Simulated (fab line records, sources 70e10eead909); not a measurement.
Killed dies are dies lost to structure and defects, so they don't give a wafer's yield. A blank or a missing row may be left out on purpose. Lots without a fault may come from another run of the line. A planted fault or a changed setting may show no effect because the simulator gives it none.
fab line records | flow nand_harc
record lots=6 wafers=18 last_day=32
route steps=1302 shown A_CONTACT@1054 END@1302
lots that met no fault: from a run of the same line without faults
start_h: hours from the record's first day to the start of the lot's first wafer shown | wait_h: hours since the lot's step before | " the same as in the row above | L1.1+2: a row that stands for several wafers | - no value, or no start given | * or withheld: withheld | < > ~ a bound
route shown NAME@n: a module of which the file shows steps, and the number in the route of the first | usual: mean/standard deviation of fault-free wafers | same: alike in all rows | chamber/n: place in a boat | sites: the reading at each site | _std_site: their standard deviation | _edge_site: outer sites' mean less inner sites' | radius_mm: how far each site lies from the wafer's centre | mask NAME#n: copy n | behind: the tool/chamber that last shaped the wafer | hold: why the lot was held/for how many hours/how that ended | device: the transistor (n, p or np) that didn't switch | end of line: the same wafers' tests at the end of the route | a step without rows: its recipe alone | killed: dies lost to structure and defects at the first sort, not the wafer's yield | map: a wafer's dies, x killed, . not, _ none there
set.NAME: the setting as run; set.NAME@STEP: as run at that earlier step | model.NAME: the simulator's own value behind a step, which no gauge read
lots at some steps of the route; a table a step, a row a wafer
services: from which hour (start_h, from the record's first day; less than 0 if before it) a tool's chamber was out of use, for how many hours, and why
## steps
# step NHARC_A_CONTACT_ETCH_131
# recipe source_w=withheld pressure_mtorr=20 bias_v=3000 time_s=197 target_depth_a=19180 ar_flow_sccm=withheld c4f8_flow_sccm=withheld o2_flow_sccm=withheld chemistry=C4F8/O2/Ar
# step NHARC_A_CONTACT_ETCH_132
# recipe source_w=withheld pressure_mtorr=20 bias_v=3000 time_s=197 target_depth_a=19240 ar_flow_sccm=withheld c4f8_flow_sccm=withheld o2_flow_sccm=withheld chemistry=C4F8/O2/Ar
# step NHARC_A_CONTACT_ETCH_133
# recipe source_w=withheld pressure_mtorr=20 bias_v=400 time_s=374 target_depth_a=16100 ar_flow_sccm=withheld c4f8_flow_sccm=11.5 o2_flow_sccm=7.2 chemistry=C4F8/O2/Ar
# step NHARC_A_CONTACT_ETCH_91
# recipe target_depth_a=400 over_etch_frac=0.5 time_s=85.7 ion_energy_ev=120 ch3f_flow_sccm=50 o2_flow_sccm=30 ar_flow_sccm=200 rf_w=500 bias_w=100 chemistry=CH3F/O2
# step NHARC_A_CONTACT_ETCH_97
# recipe target_depth_a=200 over_etch_frac=0.5 time_s=10 ion_energy_ev=250 c4f6_flow_sccm=25 o2_flow_sccm=20 ar_flow_sccm=500 rf_w=600 bias_w=500 chemistry=C4F6/O2
# usual drypump_motor_current_A=6.12/0.27 mfc_ar_sccm=499.7/1.6 o2_flow_sccm=20.00/0.057 oes_product_au=0.950/0.0094 rf_vpp_V=548/4.8 showerhead_plenum_p_Torr=3.98/0.23 throttle_valve_pct=26.904/0.0084
# same over_etch_frac=0.5
# columns lot.wafer tool chamber start_h wait_h drypump_motor_current_A mfc_ar_sccm o2_flow_sccm oes_product_au rf_hours_counter_h rf_vpp_V showerhead_plenum_p_Torr throttle_valve_pct
L504.1 rie_diel-02 0 - - 6.23 498.4 20.04 0.965 22 553 4.21 26.902
L504.6 " 2 " " 6.38 496.5 20.03 0.953 - 550 4.07 26.905
L504.5 " 3 " " 5.63 499.9 20.03 0.965 - 540 3.66 26.904
L509.2 rie_diel-02 0 - - 6.23 501.3 19.94 0.953 29 553 4.21 26.914
L509.3 " 2 " " 6.43 500.1 19.90 0.936 30 550 4.07 26.910
L509.5 " 0 " " 6.23 497.9 19.98 0.952 - 553 4.21 26.922
L511.4 rie_diel-13 2 - - 6.29 499.8 19.97 0.953 13 551 4.18 26.909
L511.1 " 3 " " 6.11 498.3 19.99 0.950 15 542 3.70 26.896
L511.5 " 2 " " 6.28 500.0 19.97 0.952 - 552 4.18 26.886
L512.4 rie_diel-02 1 - - 6.03 499.8 20.05 0.941 5 552 4.19 26.907
L512.2 " 2 " " 6.39 499.4 19.99 0.963 4 550 4.06 26.905
L512.3 " 3 " " 5.64 501.9 19.96 0.967 4 541 3.66 26.905
L523.3 rie_diel-13 3 - - 6.08 501.2 19.95 0.938 51 541 3.67 26.903
L523.6 " 1 " " 6.45 501.6 20.07 0.944 - 549 4.02 26.903
L523.5 " 2 " " 6.25 499.7 20.00 0.937 - 551 4.16 26.907
L525.1 rie_diel-02 2 - - 6.43 501.0 20.03 0.952 25 549 4.05 26.889
L525.3 " 1 " " 6.03 498.9 20.01 0.942 25 553 4.17 26.916
L525.6 " 3 " " 5.61 500.0 19.95 0.953 - 541 3.65 26.902
# step NHARC_A_CONTACT_CD_MEAS_80
# usual cd_nm=289.6/0.68
# columns lot.wafer tool chamber start_h wait_h cd_nm
L504.1 cd_sem-03 - 518.73 - 289.6
L504.5 " - " " 289.1
L504.6 " - " " 290.2
L509.2 cd_sem-01 - 567.07 - 288.7
L509.3 " - " " 288.9
L509.5 " - " " 288.9
L511.1 cd_sem-03 - 577.28 - 288.8
L511.4 " - " " 289.7
L511.5 " - " " 289.0
L512.2 cd_sem-03 - 595.52 - 289.7
L512.3 " - " " 289.6
L512.4 " - " " 290.1
L523.3 cd_sem-01 - 686.21 - 289.6
L523.5 " - " " 289.9
L523.6 " - " " 290.1
L525.1 cd_sem-01 - 714.37 - 290.0
L525.3 " - " " 290.0
L525.6 " - " " 289.7
# step NHARC_A_CONTACT_STRIP_103
# recipe n2_flow_sccm=150 h2_flow_sccm=150 ar_flow_sccm=0 bias_w=0 chemistry=N2/H2
# step NHARC_A_CONTACT_STRIP_104
# recipe cf4_flow_sccm=100 chf3_flow_sccm=30 ar_flow_sccm=0 bias_w=0 chemistry=CF4/CHF3
# step NHARC_A_CONTACT_STRIP_105
# recipe o2_flow_sccm=400 cos_flow_sccm=20 ar_flow_sccm=0 bias_w=0 chemistry=O2/COS
# step NHARC_A_CONTACT_ETCH_106
# recipe target_depth_a=900 overetch_a=90 time_s=49.5 ion_energy_ev=100 cf4_flow_sccm=80 o2_flow_sccm=20 ar_flow_sccm=0 rf_w=300 bias_w=100 chemistry=CF4/O2
# step NHARC_A_CONTACT_STRIP_82
# recipe o2_flow_sccm=500 ar_flow_sccm=0 bias_w=0 chemistry=O2
# step NHARC_A_CONTACT_STRIP_83
# recipe time_s=600 temp_c=30 chemistry=post_etch_residue_remover
# step NHARC_A_CONTACT_DEP_84
# recipe target_thk_a=28000 temp_c=400 material=aC
# usual throttle_valve_pct=35.000/0.0087
# columns lot.wafer tool chamber start_h wait_h throttle_valve_pct
L504.1 acl_dep-01 0 519.68 - 35.002
L504.5 " 0 520.84 - 35.006
L504.6 " 0 " " 35.000
L509.2 acl_dep-03 0 568.32 - 35.001
L509.3 " 0 " " 34.999
L509.5 " 0 " " 34.994
L511.1 acl_dep-02 0 581.63 - 35.021
L511.4 " 0 " " 34.985
L511.5 " 0 " " 34.993
L512.2 acl_dep-02 0 600.44 - 35.006
L512.3 " 0 " " 35.001
L512.4 " 0 " " 35.006
L523.3 acl_dep-01 0 687.76 - 34.997
L523.5 " 0 " " 34.999
L523.6 " 0 " " 34.993
L525.1 acl_dep-02 0 715.33 - 34.998
L525.3 " 0 " " 34.986
L525.6 " 0 " " 35.007
# step NHARC_A_CONTACT_DEP_85
# recipe target_thk_a=600 target_thk_nm=60 temp_c=400 pressure_torr=3.5 flow_sccm=200 rf_w=350 material=SiON
# step NHARC_A_CONTACT_DEHYDRATE_00
# recipe temp_c=150 time_s=120
# step NHARC_A_CONTACT_HMDS_01
# recipe time_s=30
# step NHARC_A_CONTACT_COAT_86
# recipe temp_c=260 time_s=75
# step NHARC_A_CONTACT_COAT_87
# recipe temp_c=225 time_s=65
# step NHARC_A_CONTACT_COAT_02
# recipe spin_rpm=1500 resist_thk_nm=90
# step NHARC_A_CONTACT_SOFTBAKE_03
# recipe temp_c=105 time_s=55
# step NHARC_A_CONTACT_EBR_04
# step NHARC_A_CONTACT_EXPOSE_05
# recipe na=1.35 sigma_outer=0.8 dose_mj=84.24 mask_id=A_CC
# step NHARC_A_CONTACT_PEB_06
# recipe peb_temp_c=100 peb_time_s=65
# step NHARC_A_CONTACT_DEVELOP_07
# recipe develop_time_s=35 dev_temp_c=23
# step NHARC_A_CONTACT_CD_MEAS_08
# recipe target_cd_nm=200 landing_energy_ev=500
# usual cd_nm=200.0/0.48
# columns lot.wafer tool chamber start_h wait_h cd_nm
L504.1 cd_sem-01 0 522.16 - 200.2
L504.5 " 0 " " 200.4
L504.6 " 0 " " 200.0
L509.2 cd_sem-03 0 570.37 - 200.0
L509.3 " 0 " " 199.5
L509.5 " 0 " " 200.0
L511.1 cd_sem-02 0 583.96 - 199.4
L511.4 " 0 " " 199.8
L511.5 " 0 " " 199.9
L512.2 cd_sem-01 0 602.60 - 199.0
L512.3 " 0 " " 199.4
L512.4 " 0 " " 199.4
L523.3 cd_sem-02 0 689.69 - 200.2
L523.5 " 0 " " 199.9
L523.6 " 0 " " 200.1
L525.1 cd_sem-03 0 717.82 - 199.1
L525.3 " 0 " " 199.9
L525.6 " 0 " " 199.8
# step NHARC_A_CONTACT_OVL_MEAS_09
# usual overlay_x_nm=0.0/0.76 overlay_y_nm=0.0/0.78
# columns lot.wafer tool chamber start_h wait_h overlay_x_nm overlay_y_nm
L504.1 overlay-02 - 522.25 - 0.4 0.6
L504.5 " - " " 0.1 0.1
L504.6 " - " " 0.4 0.6
L509.2 overlay-02 - 570.45 - -0.9 -0.5
L509.3 " - " " -0.6 -0.7
L509.5 " - " " -0.7 -0.7
L511.1 overlay-02 - 584.05 - -0.2 0.3
L511.4 " - " " -0.3 0.5
L511.5 " - " " -0.5 0.6
L512.2 overlay-02 - 602.69 - -0.2 0.9
L512.3 " - " " -0.2 0.7
L512.4 " - " " 0.1 1.0
L523.3 overlay-01 - 689.78 - -0.4 0.6
L523.5 " - " " -0.7 0.9
L523.6 " - " " -0.4 1.1
L525.1 overlay-01 - 717.91 - 0.0 -1.2
L525.3 " - " " 0.2 -0.9
L525.6 " - " " 0.1 -0.9
# step NHARC_A_CONTACT_INSPECT_10
# usual raw_defect_count=83/41
# columns lot.wafer tool chamber start_h wait_h raw_defect_count
L504.1 defect_inspect-02 - 522.28 0.0 69
L504.5 " - " " 65
L504.6 " - " " 81
L509.2 defect_inspect-01 - 570.49 0.0 91
L509.3 " - " " 102
L509.5 " - " " 131
L511.1 defect_inspect-02 - 584.08 0.0 127
L511.4 " - " " 122
L511.5 " - " " 115
L512.2 defect_inspect-01 - 602.73 0.0 81
L512.3 " - " " 60
L512.4 " - " " 95
L523.3 defect_inspect-02 - 689.81 0.0 81
L523.5 " - " " 74
L523.6 " - " " 67
L525.1 defect_inspect-02 - 717.94 0.0 66
L525.3 " - " " 86
L525.6 " - " " 94
# step NHARC_A_CONTACT_DESCUM_13
# recipe time_s=3 o2_flow_sccm=200 ar_flow_sccm=0 bias_power_w=0 chemistry=O2
# usual drypump_motor_current_A=6.11/0.26 mfc_ar_sccm=0.009/0.011 o2_flow_sccm=200.1/0.63 oes_product_au=1.003/0.008 rf_vpp_V=57.9/0.94 showerhead_plenum_p_Torr=1.96/0.11 throttle_valve_pct=11.313/0.0078
# columns lot.wafer tool chamber start_h wait_h drypump_motor_current_A mfc_ar_sccm o2_flow_sccm oes_product_au rf_hours_counter_h rf_vpp_V showerhead_plenum_p_Torr throttle_valve_pct
L504.1 rie_diel-02 0 522.37 0.1 6.20 0.014 199.4 0.990 22 57.2 2.07 11.314
L504.5 " 2 " " 6.36 0.030 199.3 1.002 - 57.6 1.99 11.306
L504.6 " 0 " " 6.23 0.014 200.4 0.983 - 57.9 2.07 11.303
L509.2 rie_diel-02 3 570.56 0.1 5.60 0.007 198.9 1.004 15 55.8 1.77 11.320
L509.3 " 0 " " 6.22 0.014 199.7 1.002 29 57.6 2.07 11.310
L509.5 " 2 " " 6.37 0.030 199.4 1.009 - 57.5 1.99 11.315
L511.1 rie_diel-02 3 584.15 0.1 5.61 0.007 200.4 1.000 1 57.8 1.77 11.313
L511.4 " 0 " " 6.24 0.014 199.9 1.004 1 57.3 2.07 11.296
L511.5 " 2 " " 6.39 0.030 199.1 1.005 - 58.8 1.99 11.322
L512.3 rie_diel-13 2 602.79 0.1 6.26 0.004 199.3 1.004 20 57.8 2.05 11.334
L512.4 " 0 " " 6.49 0.024 200.6 0.995 24 58.7 1.80 11.312
L512.2 " 1 " " 6.42 0 200.8 1.000 23 58.0 1.97 11.326
L523.3 rie_diel-07 1 689.90 0.1 5.74 0 199.9 1.004 11 58.1 1.77 11.303
L523.6 " 2 " " 5.96 0 200.4 1.007 - 57.5 1.87 11.317
L523.5 " 3 " " 6.10 0 200.1 0.996 - 58.7 1.99 11.320
L525.3 rie_diel-02 2 718.02 0.1 6.35 0.030 200.6 1.005 26 57.0 1.98 11.321
L525.1 " 3 " " 5.62 0.007 200.5 1.016 26 57.6 1.77 11.295
L525.6 " 0 " " 6.24 0.014 199.4 1.014 - 57.7 2.06 11.319
# step NHARC_A_CONTACT_ETCH_88
# recipe target_depth_a=390 over_etch_frac=0.3 time_s=65 ion_energy_ev=80 cf4_flow_sccm=150 ar_flow_sccm=0 rf_w=300 bias_w=100 chemistry=CF4
# step NHARC_A_CONTACT_ETCH_89
# recipe target_depth_a=2600 over_etch_frac=0.3 time_s=475.3 ion_energy_ev=200 n2_flow_sccm=150 h2_flow_sccm=150 ar_flow_sccm=0 rf_w=400 bias_w=150 chemistry=N2/H2
# usual drypump_motor_current_A=6.10/0.27 h2_flow_sccm=150.1/0.5 mfc_ar_sccm=0.009/0.011 oes_product_au=1.004/0.0079 rf_vpp_V=431/3.8 showerhead_plenum_p_Torr=2.07/0.13 throttle_valve_pct=14.171/0.0092
# same over_etch_frac=0.3
# columns lot.wafer tool chamber start_h wait_h drypump_motor_current_A h2_flow_sccm mfc_ar_sccm oes_product_au rf_hours_counter_h rf_vpp_V showerhead_plenum_p_Torr throttle_valve_pct
L504.1 rie_diel-02 2 - - 6.40 150.3 0.030 1.016 22 432 2.13 14.178
L504.5 " 2 " " 6.36 148.9 0.030 1.020 - 433 2.13 14.167
L504.6 " 1 " " 6.03 150.3 0 1.012 - 436 2.20 14.171
L509.2 rie_diel-13 1 570.73 - 6.40 149.0 0 1.011 11 433 2.11 14.177
L509.3 " 0 " " 6.45 149.3 0.024 1.002 14 427 1.92 14.159
L509.5 " 1 " " 6.37 149.6 0 1.000 - 433 2.11 14.177
L511.1 rie_diel-02 0 - - 6.27 150.8 0.014 1.007 1 436 2.21 14.159
L511.4 " 1 " " 6.03 149.6 0 0.998 1 435 2.20 14.162
L511.5 " 0 " " 6.21 150.7 0.014 1.008 - 434 2.21 14.181
L512.2 rie_diel-13 1 - - 6.41 151.0 0 1.004 23 433 2.10 14.175
L512.4 " 3 " " 6.05 150.5 0 0.999 22 427 1.90 14.173
L512.3 " 0 " " 6.44 149.8 0.024 1.011 24 425 1.91 14.150
L523.3 rie_diel-07 1 - - 5.71 150.3 0 1.006 11 426 1.89 14.167
L523.5 " 2 " " 5.98 150.6 0 1.006 - 429 1.99 14.185
L523.6 " 3 " " 6.12 150.1 0 1.003 - 432 2.13 14.168
L525.3 rie_diel-02 2 - - 6.40 149.7 0.030 1.019 26 432 2.11 14.168
L525.1 " 1 " " 5.98 149.8 0 1.002 26 435 2.19 14.166
L525.6 " 2 " " 6.38 149.1 0.030 1.019 - 432 2.11 14.148
# step NHARC_A_CONTACT_ETCH_30
# recipe target_depth_a=726 time_s=36.3 cf4_flow_sccm=100 chf3_flow_sccm=30 ar_flow_sccm=0 rf_w=500 bias_w=200 chemistry=CF4/CHF3
# step NHARC_A_CONTACT_ETCH_31
# recipe target_depth_a=28000 over_etch_frac=0.3 time_s=728 ion_energy_ev=150 o2_flow_sccm=400 cos_flow_sccm=20 ar_flow_sccm=0 rf_w=500 bias_w=300 chemistry=O2/COS
# step NHARC_A_CONTACT_ETCH_134
# recipe source_w=withheld pressure_mtorr=20 bias_v=withheld time_s=140 target_depth_a=7000 ar_flow_sccm=withheld c4f8_flow_sccm=withheld o2_flow_sccm=withheld chemistry=C4F8/O2/Ar
# columns lot.wafer tool chamber start_h wait_h rf_hours_counter_h
L504.1 har_cap_etch-03 0 523.75 - 44
L504.6 " 1 " " -
L504.5 " 0 " " -
L509.2 har_cap_etch-01 0 571.75 - 9
L509.3 " 0 " " -
L509.5 " 0 " " -
L511.1 har_cap_etch-02 0 585.30 - 98
L511.4 " 0 " " -
L511.5 " 0 " " -
L512.2 har_cap_etch-02 0 604.46 - 101
L512.4 " 1 " " -
L512.3 " 0 " " -
L523.3 har_cap_etch-03 1 691.10 - -
L523.6 " 0 " " -
L523.5 " 1 " " -
L525.1 har_cap_etch-01 1 719.13 - 35
L525.3 " 1 " " -
L525.6 " 0 " " -
# step NHARC_A_CONTACT_ETCH_135
# recipe source_w=withheld pressure_mtorr=20 bias_v=1200 time_s=311 target_depth_a=19120 ar_flow_sccm=withheld c4f8_flow_sccm=withheld o2_flow_sccm=withheld chemistry=C4F8/O2/Ar
# step NHARC_A_CONTACT_ETCH_136
# recipe source_w=withheld pressure_mtorr=20 bias_v=1200 time_s=311 target_depth_a=19120 ar_flow_sccm=withheld c4f8_flow_sccm=withheld o2_flow_sccm=withheld chemistry=C4F8/O2/Ar
# columns lot.wafer tool chamber start_h wait_h rf_hours_counter_h
L504.1 har_cap_etch-03 0 524.24 0.2 44
L504.6 " 1 " " -
L504.5 " 0 " " -
L509.2 har_cap_etch-01 0 572.24 0.2 9
L509.3 " 0 " " -
L509.5 " 0 " " -
L511.1 har_cap_etch-02 0 585.78 0.2 99
L511.4 " 0 " " -
L511.5 " 0 " " -
L512.2 har_cap_etch-02 0 604.94 0.2 102
L512.4 " 1 " " -
L512.3 " 0 " " -
L523.3 har_cap_etch-03 1 691.61 0.2 -
L523.6 " 0 " " -
L523.5 " 1 " " -
L525.1 har_cap_etch-01 1 719.60 0.2 36
L525.3 " 1 " " -
L525.6 " 0 " " -
# step NHARC_A_CONTACT_ETCH_137
# recipe source_w=withheld pressure_mtorr=20 bias_v=1200 time_s=311 target_depth_a=19120 ar_flow_sccm=withheld c4f8_flow_sccm=withheld o2_flow_sccm=withheld chemistry=C4F8/O2/Ar
# step NHARC_A_CONTACT_ETCH_138
# recipe source_w=withheld pressure_mtorr=20 bias_v=1200 time_s=311 target_depth_a=19140 ar_flow_sccm=withheld c4f8_flow_sccm=withheld o2_flow_sccm=withheld chemistry=C4F8/O2/Ar
# step NHARC_A_CONTACT_ETCH_139
# recipe source_w=withheld pressure_mtorr=20 bias_v=400 time_s=195 target_depth_a=8400 ar_flow_sccm=withheld c4f8_flow_sccm=11.5 o2_flow_sccm=7.2 chemistry=C4F8/O2/Ar
# step NHARC_A_CONTACT_ETCH_92
# recipe target_depth_a=400 over_etch_frac=0.5 time_s=85.7 ion_energy_ev=120 ch3f_flow_sccm=50 o2_flow_sccm=30 ar_flow_sccm=200 rf_w=500 bias_w=100 chemistry=CH3F/O2
# step NHARC_A_CONTACT_ETCH_98
# recipe target_depth_a=200 over_etch_frac=0.5 time_s=10 ion_energy_ev=250 c4f6_flow_sccm=25 o2_flow_sccm=20 ar_flow_sccm=500 rf_w=600 bias_w=500 chemistry=C4F6/O2
# step NHARC_A_CONTACT_CD_MEAS_15
# usual cd_nm=190.1/0.49
# columns lot.wafer tool chamber start_h wait_h cd_nm
L504.1 cd_sem-02 - 525.82 - 190.7
L504.5 " - " " 190.4
L504.6 " - " " 190.9
L509.2 cd_sem-02 - 573.79 - 190.2
L509.3 " - " " 189.8
L509.5 " - " " 190.1
L511.1 cd_sem-02 - 587.34 - 189.8
L511.4 " - " " 190.0
L511.5 " - " " 190.1
L512.2 cd_sem-02 - 606.49 - 190.5
L512.3 " - " " 190.1
L512.4 " - " " 190.2
L523.3 cd_sem-03 - 693.08 - 189.9
L523.5 " - " " 190.3
L523.6 " - " " 189.3
L525.1 cd_sem-02 - 721.19 - 189.6
L525.3 " - " " 189.6
L525.6 " - " " 189.9
# step NHARC_A_CONTACT_STRIP_107
# recipe n2_flow_sccm=150 h2_flow_sccm=150 ar_flow_sccm=0 bias_w=0 chemistry=N2/H2
# step NHARC_END_SORT_01
# recipe temp_c=25
# usual killed_at_array=56/21 killed_at_other=1.2/1.6 killed_at_periphery=3.7/2.5 killed_dies=61/21 killed_open=3.1/1.8 killed_short=2.8/1.7
# same gross_dies=677
# columns lot.wafer tool chamber start_h wait_h killed_at_array killed_at_other killed_at_periphery killed_dies killed_open killed_short
L511.1 prober-02 0 634.08 2.4 652 5 3 660 2 2
L511.4 prober-02 0 636.49 3.4 669 0 2 671 3 4
L511.5 prober-02 0 637.29 3.7 665 0 5 670 5 2
L512.2 prober-02 0 653.45 2.8 673 0 4 677 4 3
L512.3 prober-02 0 654.25 3.1 665 2 2 669 1 2
L512.4 prober-02 0 655.05 3.4 673 1 1 675 4 3
# killed by level:class
L511.1 A_CONTACT:area_dep=574 A_CHANNEL_HOLE_D2:chamber_film_flake=32 A_SLIT:chamber_film_flake=27 A_CONTACT:chamber_film_flake=4 THIN_TSV:chamber_film_flake=4 A_DECK1_JOINT:chamber_film_flake=3 A_CHANNEL_HOLE_D1:chamber_film_flake=3 A_CHANNEL_FILL_D2:chamber_film_flake=3
L511.4 A_CONTACT:area_dep=583 A_CHANNEL_HOLE_D2:chamber_film_flake=37 A_SLIT:chamber_film_flake=24 A_CONTACT:chamber_film_flake=6 A_CHANNEL_HOLE_D1:chamber_film_flake=3 A_CHANNEL_FILL_D1:chamber_film_flake=3 A_WL_FILL:geometric_particle:short=2 A_DECK1_JOINT:chamber_film_flake=2
L511.5 A_CONTACT:area_dep=597 A_CHANNEL_HOLE_D2:chamber_film_flake=29 A_SLIT:chamber_film_flake=19 A_CONTACT:chamber_film_flake=5 A_CHANNEL_HOLE_D1:chamber_film_flake=4 P_CONTACT:geometric_particle:open=2 A_DECK1_JOINT:chamber_film_flake=2 A_WL_FILL:chamber_film_flake=2
L512.2 A_CONTACT:area_dep=620 A_CHANNEL_HOLE_D1:chamber_film_flake=31 A_CHANNEL_HOLE_D2:chamber_film_flake=7 A_CONTACT:chamber_film_flake=7 A_M1:chamber_film_flake=3 P_M0:geometric_particle:open=2 P_STI:geometric_particle:open=1 P_CONTACT:geometric_particle:open=1
L512.3 A_CONTACT:area_dep=608 A_CHANNEL_HOLE_D1:chamber_film_flake=35 A_CHANNEL_HOLE_D2:chamber_film_flake=8 A_CONTACT:chamber_film_flake=6 A_STAIRCASE:chamber_film_flake=2 THIN_TSV:chamber_film_flake=2 A_DECK1_JOINT:geometric_particle:open=1 A_ONON_D2:geometric_particle:short=1
L512.4 A_CONTACT:area_dep=597 A_CHANNEL_HOLE_D1:chamber_film_flake=32 A_CHANNEL_HOLE_D2:chamber_film_flake=15 A_CONTACT:chamber_film_flake=10 A_DECK1_JOINT:chamber_film_flake=5 A_M1:chamber_film_flake=4 A_SLIT:chamber_film_flake=2 P_M1:geometric_particle:short=1
# map L511.4 (x killed, . not)
____________x____________
_________x.xxxx._________
_______xxxxxxxxxx._______
______xxxxxxxxxxxxx______
_____xxxxxxxxxxxxxxx_____
____xxxxxxxxxxxxxxxxx____
____xxxxxxxxxxxxxxxxx____
___xxxxxxxxxxxxxxxxxx.___
___xxxxxxxxxxxxxxxxxxx___
__xxxxxxxxxxxxxxxxxxxx.__
__xxxxxxxxxxxxxxxxxxxxx__
_.xxxxxxxxxxxxxxxxxxxxxx_
_xxxxxxxxxxxxxxxxxxxxxxx_
_xxxxxxxxxxxxxxxxxxxxxxx_
_xxxxxxxxxxxxxxxxxxxxxxx_
_xxxxxxxxxxxxxxxxxxxxxxx_
xxxxxxxxxxxxxxxxxxxxxxxxx
xxxxxxxxxxxxxxxxxxxxxxxxx
xxxxxxxxxxxxxxxxxxxxxxxxx
xxxxxxxxxxxxxxxxxxxxxxxxx
xxxxxxxxxxxxxxxxxxxxxxxxx
_xxxxxxxxxxxxxxxxxxxxxxx_
_xxxxxxxxxxxxxxxxxxxxxxx_
_xxxxxxxxxxxxxxxxxxxxxxx_
_xxxxxxxxxxxxxxxxxxxxxxx_
_xxxxxxxxxxxxxxxxxxxxxxx_
__xxxxxxxxxxxxxxxxxxxxx__
__xxxxxxxxxxxxxxxxxxxxx__
___xxxxxxxxxxxxxxxxxxx___
___xxxxxxxxxxxxxxxxxxx___
____xxxxxxxxxxxxxxxxx____
____xxxxxxxxxxxxxxxxx____
_____xxxxxxxxxxxxxxx_____
______xxxxxxxxxxxxx______
_______xxxxxxxxxxx_______
_________xxxxxxx_________
____________x____________
# map L512.2 (x killed, . not)
____________x____________
_________xxxxxxx_________
_______xxxxxxxxxxx_______
______xxxxxxxxxxxxx______
_____xxxxxxxxxxxxxxx_____
____xxxxxxxxxxxxxxxxx____
____xxxxxxxxxxxxxxxxx____
___xxxxxxxxxxxxxxxxxxx___
___xxxxxxxxxxxxxxxxxxx___
__xxxxxxxxxxxxxxxxxxxxx__
__xxxxxxxxxxxxxxxxxxxxx__
_xxxxxxxxxxxxxxxxxxxxxxx_
_xxxxxxxxxxxxxxxxxxxxxxx_
_xxxxxxxxxxxxxxxxxxxxxxx_
_xxxxxxxxxxxxxxxxxxxxxxx_
_xxxxxxxxxxxxxxxxxxxxxxx_
xxxxxxxxxxxxxxxxxxxxxxxxx
xxxxxxxxxxxxxxxxxxxxxxxxx
xxxxxxxxxxxxxxxxxxxxxxxxx
xxxxxxxxxxxxxxxxxxxxxxxxx
xxxxxxxxxxxxxxxxxxxxxxxxx
_xxxxxxxxxxxxxxxxxxxxxxx_
_xxxxxxxxxxxxxxxxxxxxxxx_
_xxxxxxxxxxxxxxxxxxxxxxx_
_xxxxxxxxxxxxxxxxxxxxxxx_
_xxxxxxxxxxxxxxxxxxxxxxx_
__xxxxxxxxxxxxxxxxxxxxx__
__xxxxxxxxxxxxxxxxxxxxx__
___xxxxxxxxxxxxxxxxxxx___
___xxxxxxxxxxxxxxxxxxx___
____xxxxxxxxxxxxxxxxx____
____xxxxxxxxxxxxxxxxx____
_____xxxxxxxxxxxxxxx_____
______xxxxxxxxxxxxx______
_______xxxxxxxxxxx_______
_________xxxxxxx_________
____________x____________
## services
# columns tool chamber start_h hours kind
rie_diel-07 1 497.00 2.0 repair
har_cap_etch-01 - 497.00 17.0 pm
rie_diel-02 0 500.70 - clean
rie_diel-02 1 500.70 - clean
rie_diel-02 2 500.70 - clean
rie_diel-02 3 500.70 - clean
rie_diel-07 2 505.24 65.9 repair
rie_diel-02 3 520.28 9.4 repair
rie_diel-13 - 521.21 9.0 pm
rie_diel-02 0 525.20 - clean
rie_diel-02 1 525.20 - clean
rie_diel-02 2 525.20 - clean
acl_dep-01 - 550.88 13.0 pm
rie_diel-02 - 570.70 9.0 pm
rie_diel-13 - 597.85 0.8 repair
acl_dep-02 - 612.85 13.0 pm
rie_diel-07 0 619.56 4.4 repair
rie_diel-02 3 633.45 5.0 repair
rie_diel-07 - 648.39 9.0 pm
acl_dep-03 - 664.97 13.0 pm
rie_diel-02 - 668.68 1.2 repair
rie_diel-07 - 674.05 0.3 repair
rie_diel-07 0 691.05 7.6 repair
rie_diel-13 - 698.21 9.0 pm
## key
first_sign step=NHARC_END_SORT_01 reading=killed_at_array direction=up sigmas=29 usual=56 struck=666
effect step=NHARC_END_SORT_01 reading=killed_dies direction=up sigmas=29 usual=61 struck=670
more_kills_born_at NHARC_A_CONTACT_DEP_84@acl_dep-02=3579
met_at NHARC_A_CONTACT_DEP_84
struck_wafers L511.1,L511.4,L511.5,L512.2,L512.3,L512.4
later_rows_left_out L511.1,L511.4,L511.5,L512.2,L512.3,L512.4
tester_left_out L511,L512
also_fits NHARC_A_CONTACT_ETCH_134:har_cap_etch-02,NHARC_A_CONTACT_ETCH_136:har_cap_etch-02
fault kind=process_parameter_drift tool=acl_dep-02 chamber=0 onset_h=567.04 steps=NHARC_A_CONTACT_DEP_84 channel=target_thk_a offset=* shape=step end_h=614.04 acts_in=* stated=*
# tester_left_out: of these lots the tester's yield and bins aren't shown, on N5 and GAA mostly nor the transistor test; their killed dies are dies lost to structure and defects alone, not to doping, threshold or leakage, so they don't give the yield
# later_rows_left_out: the simulator's readings of these wafers behind a module that went badly wrong aren't trusted and aren't shown, but for the sort
